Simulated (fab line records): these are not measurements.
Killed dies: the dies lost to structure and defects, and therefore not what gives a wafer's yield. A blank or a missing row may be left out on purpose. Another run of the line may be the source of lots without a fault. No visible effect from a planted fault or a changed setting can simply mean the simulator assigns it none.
A lot that was struck, set against a sound lot -- flow nand harc -- 40 steps out of a route of 1302
Sound: the wafers L401.2, L401.4, L401.5. Struck: wafer L411.3 (L411.1, L411.4, from the same lot, were not struck and are left out); the cause is given at the end.
Per side, at each step with rows, come the tool, then ch with its chambers, and then its first start. Under that, the readings that differ: sound wafers -- struck wafers -- difference of the means -- sigmas: that difference in standard deviations of wafers without a fault.
alike: same words and numbers on both sides, and readings whose means sit less than 2 such deviations apart. not compared: any withheld reading, any reading some wafer has no value for, any bound like >300 that may hide the same value, and any number with overlapping values for which the record gives no deviation.
Wherever a step has rows on one side only, a row that says differs or no value, or a row with sigmas, the two part there. Numbers that don't overlap but have no deviation are shown without sigmas and don't part them. A reading that every wafer of one side lacks parts them only if that side has two wafers or more.

first, 1 step without rows for these wafers: NHARC_P_M1_DEVELOP_08 (develop time 35 s).
NHARC_P_M1_CD_MEAS_09: target cd 130 nm.
  sound on cd sem-03 ch 0, day 9 16:58; struck on cd sem-02 ch 0, day 13 03:50
  alike: cd nm
NHARC_P_M1_OVL_MEAS_10: pitch 260 nm.
  sound on overlay-02 at day 9 17:02; struck on overlay-01 at day 13 03:56
  alike: overlay x nm, overlay y nm
NHARC_P_M1_INSPECT_11:
  sound on defect inspect-01 at day 9 17:05; struck on defect inspect-02 at day 13 03:58
  alike: raw defect count
then, 3 steps without rows for these wafers: NHARC_P_M1_DESCUM_14 (chemistry O2, time 3 s); NHARC_P_M1_ETCH_35 (etches the open film in N2/H2, target depth 40 nm, overetch 12 nm, time 43.94 s); NHARC_P_M1_ETCH_15 (etches the open film in C4F8/Ar, target depth 182.5 nm, time 91.2 s).
NHARC_P_M1_CD_MEAS_16:
  sound on cd sem-01 at day 9 17:27; struck on cd sem-01 at day 13 04:20
  alike: cd nm
then, 1 step without rows for these wafers: NHARC_P_M1_STRIP_18 (strips in N2/H2).
NHARC_P_M1_ETCH_28: etches the open film in CF4/N2, target depth 30 nm, time 72.99 s.
  sound: rie diel-12 ch 1,2,3; struck: rie diel-12 ch 3
  alike: cf4 flow sccm, drypump motor current A, oes product au, rf vpp V, showerhead plenum p Torr, throttle valve pct
  not compared: rf hours counter h
then, 1 step without rows for these wafers: NHARC_P_M1_STRIP_19 (strips in post etch residue remover, time 600 s).
NHARC_P_M1_DEGAS_29: time 60 s.
  sound on pvd sputter-03 at day 9 18:10; struck on pvd sputter-02 at day 13 05:14
  alike: heater power w
NHARC_P_M1_PRE_CLEAN_30: time 30 s.
  sound on pvd sputter-03 at day 9 18:13; struck on pvd sputter-02 at day 13 05:17
  alike: heater power w
then, 3 steps without rows for these wafers: NHARC_P_M1_PVD_20 (deposits TaN, target thk 5 nm, time 8.06 s); NHARC_P_M1_PVD_21 (deposits Cu, target thk 30 nm, time 20.49 s); NHARC_P_M1_ECD_22 (material Cu, target thk 400 nm).
NHARC_P_M1_ANNEAL_31: time 90 s.
  sound on rtp anneal-02 ch 0, day 9 18:56; struck on rtp anneal-02 ch 0, day 13 05:58
  alike: anneal temp c, wafer_temp_C_max
then, 1 step without rows for these wafers: NHARC_P_M1_CMP_23 (polishes, t overpolish 20 s, target thk 157.82 nm).
NHARC_P_M1_THK_MEAS_24: measures by xrf.
  sound on film metro-01 at day 9 19:33; struck on film metro-02 at day 13 06:38
  alike: thk nm
next, for these wafers, 1 step has no rows: NHARC_P_M1_SRD_25.
NHARC_P_M1_PRE_CLEAN_32: time 12 s.
  sound on pecvd-02 ch 0,1,2, day 9 19:48; struck on pecvd-01 ch 2, day 13 06:52
  alike: heater power w
then, 11 steps without rows for these wafers: NHARC_P_M1_DEP_33 (deposits SiCN, target thk 30 nm); NHARC_P_M2_DEP_00 (deposits SiOC, target thk 182.5 nm); NHARC_P_M2_DEHYDRATE_01 (time 120 s); NHARC_P_M2_HMDS_02 (time 30 s); NHARC_P_M2_COAT_34 (time 65 s); NHARC_P_M2_COAT_03 (resist thk 90 nm); NHARC_P_M2_SOFTBAKE_04 (time 55 s); NHARC_P_M2_EBR_05; NHARC_P_M2_EXPOSE_06 (exposes mask P M2, target cd 170 nm); NHARC_P_M2_PEB_07 (peb time 65 s); NHARC_P_M2_DEVELOP_08 (develop time 35 s).
NHARC_P_M2_CD_MEAS_09: target cd 170 nm.
  sound on cd sem-01 ch 0, day 9 20:59; struck on cd sem-03 ch 0, day 13 08:04
  alike: cd nm
NHARC_P_M2_OVL_MEAS_10: pitch 340 nm.
  sound on overlay-01 at day 9 21:04; struck on overlay-02 at day 13 08:08
  alike: overlay x nm, overlay y nm
NHARC_P_M2_DESCUM_14: chemistry O2, time 3 s.
  sound on rie diel-05 ch 0,1, day 9 21:10; struck on rie diel-03 ch 2, day 13 08:14
  alike: drypump motor current A, oes product au, rf vpp V, showerhead plenum p Torr, throttle valve pct
  not compared: rf hours counter h
then, 2 steps without rows for these wafers: NHARC_P_M2_ETCH_35 (etches the open film in N2/H2, target depth 40 nm, overetch 12 nm, time 43.94 s); NHARC_P_M2_ETCH_15 (etches the open film in C4F8/Ar, target depth 182.5 nm, time 91.2 s).
NHARC_P_M2_CD_MEAS_16:
  sound on cd sem-03 at day 9 21:28; struck on cd sem-02 at day 13 08:32
  alike: cd nm
then, 1 step without rows for these wafers: NHARC_P_M2_STRIP_18 (strips in N2/H2).
-- the record jumps here: 19 days lie between the struck wafers' starts before and after (it left off in module P_M2 and takes up again in module END, whose first step shown is number 1302 of the route) --
NHARC_END_SORT_01:
  sound on prober-01 ch 0, day 28 02:02; struck on prober-01 ch 0, day 32 07:45
reading,sound,struck,difference,sigmas
defect limited yield (%),92.5,85.1,-7.4,-3
killed at periphery,5,62,+57,+20
killed dies,51,101,+50,+3
killed open,7,2,-5,-3
sort_bin_2_pct (%),3.4,7.5,+4.1,+3
sort_bin_3_pct (%),0.3,1.9,+1.6,+4
sort n pass,626,576,-50,-3
sort rim yield pct (%),91,79,-12,-3
sort yield pct (%),92.5,85.1,-7.4,-3
  alike: killed at array, killed at other, killed short, sort_bin_4_pct

## WHERE THEY PART
Within this record, at NHARC_END_SORT_01 only.

WHY: whatever the simulator had introduced
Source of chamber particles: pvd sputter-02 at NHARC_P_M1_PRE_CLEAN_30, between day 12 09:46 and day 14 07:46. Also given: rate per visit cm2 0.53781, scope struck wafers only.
